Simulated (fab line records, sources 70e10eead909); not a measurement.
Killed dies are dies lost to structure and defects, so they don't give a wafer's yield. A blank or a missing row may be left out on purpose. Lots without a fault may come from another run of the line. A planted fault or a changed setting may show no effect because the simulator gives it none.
Tool commonality check | flow nand_harc | 10 lots, 30 wafers sampled

WHY IT WAS OPENED
At NHARC_END_SORT_01 the reading killed_dies is flagged on 2 of 10 lots. Wafers without a fault read 66, standard deviation 22.
Rule: a lot is flagged when every wafer of it that has a number lies more than 4 standard deviations from that mean, or none has a number. The other lots count as sound.

lot  | measured     | on        | killed_dies, wafer by wafer | flag
L420 | day 24 18:42 | prober-02 | 66 66 76                    |
L422 | day 25 21:42 | prober-02 | 70 79 83                    |
L424 | day 26 16:12 | prober-01 | 86 73 56                    |
L425 | day 26 21:11 | prober-02 | 30 36 32                    |
L426 | day 27 04:28 | prober-01 | 112 113 118                 |
L430 | day 28 15:45 | prober-01 | 46 46 46                    |
L429 | day 28 20:26 | prober-02 | 24 32 20                    |
L438 | day 32 17:55 | prober-01 | 677 677 677                 | FLAGGED
L437 | day 32 21:49 | prober-02 | 677 677 677                 | FLAGGED
L441 | day 33 04:49 | prober-02 | 68 77 78                    |
The numbers of the flagged lots are 677 on average: +611 against the usual, or +28 standard deviations.

WHICH TOOL RAN EACH LOT
The record holds 4 process steps before the reading, out of a route of 1302 steps. In each cell: the tool, then ch and the chambers that the sampled wafers went through, then the start.
lot  | flag    | NHARC_A_CONTACT_ETCH_88            | NHARC_A_CONTACT_ETCH_134             | NHARC_A_CONTACT_ETCH_136             | NHARC_A_CONTACT_ETCH_139
L420 |         | rie_diel-11 ch 0,1,2, day 22 17:48 | har_cap_etch-01 ch 0,1, day 22 18:52 | har_cap_etch-01 ch 0,1, day 22 19:22 | har_cap_etch-01 ch 0,1, day 22 20:10
L422 |         | rie_diel-01 ch 0,2,3, day 23 20:06 | har_cap_etch-02 ch 0,1, day 23 21:10 | har_cap_etch-02 ch 0,1, day 23 21:39 | har_cap_etch-02 ch 0,1, day 23 22:28
L424 |         | rie_diel-11 ch 0,2,3, day 24 13:10 | har_cap_etch-03 ch 0,1, day 24 14:12 | har_cap_etch-03 ch 0,1, day 24 14:41 | har_cap_etch-03 ch 0,1, day 24 15:30
L425 |         | rie_diel-11 ch 2,3, day 24 18:47   | har_cap_etch-01 ch 0,1, day 24 19:50 | har_cap_etch-01 ch 0,1, day 24 20:19 | har_cap_etch-01 ch 0,1, day 24 21:07
L426 |         | rie_diel-01 ch 1,2, day 24 22:58   | har_cap_etch-02 ch 0,1, day 25 00:00 | har_cap_etch-02 ch 0,1, day 25 00:28 | har_cap_etch-02 ch 0,1, day 25 01:17
L430 |         | rie_diel-01 ch 0,2, day 26 13:54   | har_cap_etch-03 ch 0,1, day 26 15:01 | har_cap_etch-03 ch 0,1, day 26 15:30 | har_cap_etch-03 ch 0,1, day 26 16:19
L429 |         | rie_diel-01 ch 1,2, day 26 17:46   | har_cap_etch-02 ch 0,1, day 26 18:50 | har_cap_etch-02 ch 0,1, day 26 19:19 | har_cap_etch-02 ch 0,1, day 26 20:08
L438 | FLAGGED | rie_diel-11 ch 1,2,3, day 30 11:43 | har_cap_etch-01 ch 0,1, day 30 12:46 | har_cap_etch-01 ch 0,1, day 30 13:23 | har_cap_etch-01 ch 0,1, day 30 14:29
L437 | FLAGGED | rie_diel-01 ch 0,2,3, day 30 11:44 | har_cap_etch-03 ch 0,1, day 30 12:58 | har_cap_etch-03 ch 0,1, day 30 13:26 | har_cap_etch-03 ch 0,1, day 30 14:16
L441 |         | rie_diel-04 ch 2,3, day 31 02:20   | har_cap_etch-02 ch 0,1, day 31 03:25 | har_cap_etch-02 ch 0,1, day 31 03:53 | har_cap_etch-02 ch 0,1, day 31 04:42
What these steps do:
- NHARC_A_CONTACT_ETCH_88: etches the open film in CF4, target depth 39 nm, time 65 s.
- NHARC_A_CONTACT_ETCH_134: etches the open film in C4F8/O2/Ar, time 140 s, target depth 700 nm.
- NHARC_A_CONTACT_ETCH_136: etches the open film in C4F8/O2/Ar, time 311 s, target depth 1912 nm.
- NHARC_A_CONTACT_ETCH_139: etches the open film in C4F8/O2/Ar, time 195 s, target depth 840 nm.
- NHARC_END_SORT_01

FLAGGED OVER TOTAL, TOOL BY TOOL (the gauges that took the reading come last)
step                     | tool            | lots run | flagged | share of the flagged lots | sound lots run after its first flagged lot
NHARC_A_CONTACT_ETCH_88  | rie_diel-01     | 5        | 1       | some                      | 0
NHARC_A_CONTACT_ETCH_88  | rie_diel-04     | 1        | 0       | none                      | -
NHARC_A_CONTACT_ETCH_88  | rie_diel-11     | 4        | 1       | some                      | 0
NHARC_A_CONTACT_ETCH_134 | har_cap_etch-01 | 3        | 1       | some                      | 0
NHARC_A_CONTACT_ETCH_134 | har_cap_etch-02 | 4        | 0       | none                      | -
NHARC_A_CONTACT_ETCH_134 | har_cap_etch-03 | 3        | 1       | some                      | 0
NHARC_A_CONTACT_ETCH_136 | har_cap_etch-01 | 3        | 1       | some                      | 0
NHARC_A_CONTACT_ETCH_136 | har_cap_etch-02 | 4        | 0       | none                      | -
NHARC_A_CONTACT_ETCH_136 | har_cap_etch-03 | 3        | 1       | some                      | 0
NHARC_A_CONTACT_ETCH_139 | har_cap_etch-01 | 3        | 1       | some                      | 0
NHARC_A_CONTACT_ETCH_139 | har_cap_etch-02 | 4        | 0       | none                      | -
NHARC_A_CONTACT_ETCH_139 | har_cap_etch-03 | 3        | 1       | some                      | 0
NHARC_END_SORT_01        | prober-01       | 4        | 1       | some                      | 0
NHARC_END_SORT_01        | prober-02       | 6        | 1       | some                      | 1 (L441)

WHAT THE TABLE ALLOWS
No row of the table ran every flagged lot.

WHAT THE SIMULATOR HAD PUT IN
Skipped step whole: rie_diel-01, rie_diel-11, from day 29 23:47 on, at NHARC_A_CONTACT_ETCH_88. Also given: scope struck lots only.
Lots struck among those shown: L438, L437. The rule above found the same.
